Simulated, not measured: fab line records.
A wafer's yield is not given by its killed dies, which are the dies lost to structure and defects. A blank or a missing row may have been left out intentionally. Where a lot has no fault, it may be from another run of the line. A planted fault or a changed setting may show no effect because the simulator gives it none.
Comparing a struck lot with a sound one :: flow nandHarc :: 36 out of 1159 route steps
Sound: these wafers, L612.1, L612.5, L612.6. Struck: wafer L622.6. The cause is given at the end.
Each step with rows lists, per side, the tool, then ch with its chambers, then its first start. Under that, the readings that differ: sound wafers :: struck wafers :: difference of the means :: sigmas: that difference in standard deviations of wafers without a fault.
alike: readings with means less than 2 such deviations apart, plus words and numbers identical on both sides. not compared: withheld readings, readings lacking a value on some wafer, bounds such as >300 that could conceal the same value, and numbers that have no deviation in the record and whose values overlap.
A row with sigmas, a row that says differs or no value, or rows on one side alone: a step with any of these is where the two part. When numbers do not overlap yet have no deviation, they are printed without sigmas and do not part them. A reading that every wafer of one side lacks parts them only if that side has two wafers or more.

NHARC_P_START_INSPECT_01:
  sound on defectInspect-02, day 3 06:02; struck on defectInspect-02, day 5 18:03
reading: rawDefectCount
sound: 3 1 2
struck: 7
difference: +5
sigmas: +2
then, 2 steps without rows for these wafers: NHARC_P_ZERO_WELL_PRECLEAN_00 (cleans in SPM, time 600 s); NHARC_P_ZERO_WELL_SRD_01.
NHARC_P_ZERO_WELL_PECVD_02: deposits SiO2, target thk 10 nm.
  sound on pecvd-04 ch 0,1, day 3 06:27; struck on pecvd-04 ch 0, day 5 18:36
then, 9 steps without rows for these wafers: NHARC_P_ZERO_WELL_DEHYDRATE_03 (time 120 s); NHARC_P_ZERO_WELL_HMDS_04 (time 30 s); NHARC_P_ZERO_WELL_COAT_64 (time 65 s); NHARC_P_ZERO_WELL_COAT_05 (resist thk 600 nm); NHARC_P_ZERO_WELL_SOFTBAKE_06 (time 70 s); NHARC_P_ZERO_WELL_EBR_07; NHARC_P_ZERO_WELL_EXPOSE_08 (exposes mask P ZERO, target cd 500 nm); NHARC_P_ZERO_WELL_PEB_09 (peb time 80 s); NHARC_P_ZERO_WELL_DEVELOP_10 (time 50 s).
NHARC_P_ZERO_WELL_CD_MEAS_11 targets a cd of 500 nm.
  sound on cdSem-03 ch 0, day 3 07:15; struck on cdSem-03 ch 0, day 5 19:08
  alike: cdNm
then, 1 step without rows for these wafers: NHARC_P_ZERO_WELL_HARDBAKE_12 (time 65 s).
NHARC_P_ZERO_WELL_DESCUM_13: chemistry O2, time 3 s.
  sound on rieDiel-03 ch 0,3, day 3 07:25; struck on rieDiel-03 ch 1, day 5 19:19
reading: drypumpMotorCurrentA (A)
sound: 5.8 5.7 6.0
struck: 4.7
difference: -1.1
sigmas: -2

reading: showerheadPlenumPTorr (Torr)
sound: 1.83 1.83 1.99
struck: 2.05
difference: +0.17
sigmas: +2
  alike: oesProductAu, rfVppV, throttleValvePct
  not compared: rfHoursCounterH
NHARC_P_ZERO_WELL_ETCH_65: etches the open film in N2/H2, target depth 80 nm, overetch 24 nm, time 87.88 s.
  sound on rieDiel-03 ch 1,2,3, day 3 07:31; struck on rieDiel-03 ch 0, day 5 19:25
  alike: drypumpMotorCurrentA, oesProductAu, rfVppV, showerheadPlenumPTorr, throttleValvePct
  not compared: rfHoursCounterH
NHARC_P_ZERO_WELL_ETCH_62: etches the open film in CHF3/Ar, target depth 13 nm, time 6.5 s.
  sound: rieDiel-03 ch 2,3; struck: rieDiel-03 ch 2
  alike: drypumpMotorCurrentA, oesProductAu, rfVppV, showerheadPlenumPTorr, throttleValvePct
  not compared: rfHoursCounterH
NHARC_P_ZERO_WELL_ETCH_63: etches the open film in HBr/Cl2, target depth 120 nm, time 40.1 s.
  sound on rieSi-06 ch 0,3, day 3 07:41; struck on rieSi-04 ch 3, day 5 19:36
reading: drypumpMotorCurrentA (A)
sound: 5.8 5.7 5.8
struck: 6.7
difference: +0.9
sigmas: +2
  alike: oesProductAu, throttleValvePct
  not compared: rfHoursCounterH
then, 9 steps without rows for these wafers: NHARC_P_ZERO_WELL_STRIP_15 (strips in SPM, time 900 s); NHARC_P_ZERO_WELL_DEHYDRATE_16 (time 120 s); NHARC_P_ZERO_WELL_HMDS_17 (time 30 s); NHARC_P_ZERO_WELL_COAT_18; NHARC_P_ZERO_WELL_SOFTBAKE_19 (time 95 s); NHARC_P_ZERO_WELL_EBR_20; NHARC_P_ZERO_WELL_EXPOSE_21 (exposes mask P NWELL, target cd 720 nm); NHARC_P_ZERO_WELL_PEB_22 (peb time 85 s); NHARC_P_ZERO_WELL_DEVELOP_23 (time 70 s).
NHARC_P_ZERO_WELL_CD_MEAS_24 targets a cd of 720 nm.
  sound on cdSem-01 ch 0, day 3 08:28; struck on cdSem-03 ch 0, day 5 20:29
  alike: cdNm
then, 1 step without rows for these wafers: NHARC_P_ZERO_WELL_HARDBAKE_25 (time 80 s).
NHARC_P_ZERO_WELL_DESCUM_26: chemistry O2, time 3 s.
  sound on rieDiel-09 ch 0,1,3, day 3 08:39; struck on rieDiel-03 ch 1, day 5 20:41
reading: drypumpMotorCurrentA (A)
sound: 5.7 5.2 6.3
struck: 4.7
difference: -1.0
sigmas: -2
  alike: oesProductAu, rfVppV, showerheadPlenumPTorr, throttleValvePct
  not compared: rfHoursCounterH
then, 2 steps without rows for these wafers: NHARC_P_ZERO_WELL_IMPLANT_27; NHARC_P_ZERO_WELL_IMPLANT_57.
NHARC_P_STI_INSPECT_11:
  sound on defectInspect-02, day 4 02:44; struck on defectInspect-02, day 6 17:24
reading: rawDefectCount
sound: 7 3 3
struck: 16
difference: +12
sigmas: +5
  not compared: hold
NHARC_P_STI_HARDBAKE_13: time 65 s.
  sound on lithoTrack-02 ch 0, day 4 02:48; struck on lithoTrack-02 ch 0, day 6 20:33
reading: hold
sound: - - -
struck: awaitDispo/3.1h/release
difference: no value on the sound wafers
sigmas: 

reading: resistLineTempC (C)
sound: 23.21 23.25 23.35
struck: 22.94
difference: -0.33
sigmas: -3
-- the record jumps here: 18 days lie between the struck wafers' starts before and after (it left off in module P_STI and takes up again in module END, whose first step shown is number 1159 of the route) --
NHARC_END_SORT_01:
  sound on prober-02 ch 0, day 20 22:23; struck on prober-01 ch 0, day 25 02:34
reading: killedAtArray
sound: 33 43 45
struck: 15
difference: -25
sigmas: -2

reading: killedAtPeriphery
sound: 10 6 5
struck: 13
difference: +6
sigmas: +3
  alike: killedAtOther, killedDies, killedOpen, killedShort

== WHERE THEY PART ==
First at NHARC_P_START_INSPECT_01; last, within this record, at NHARC_END_SORT_01.

WHY: whatever the simulator had introduced
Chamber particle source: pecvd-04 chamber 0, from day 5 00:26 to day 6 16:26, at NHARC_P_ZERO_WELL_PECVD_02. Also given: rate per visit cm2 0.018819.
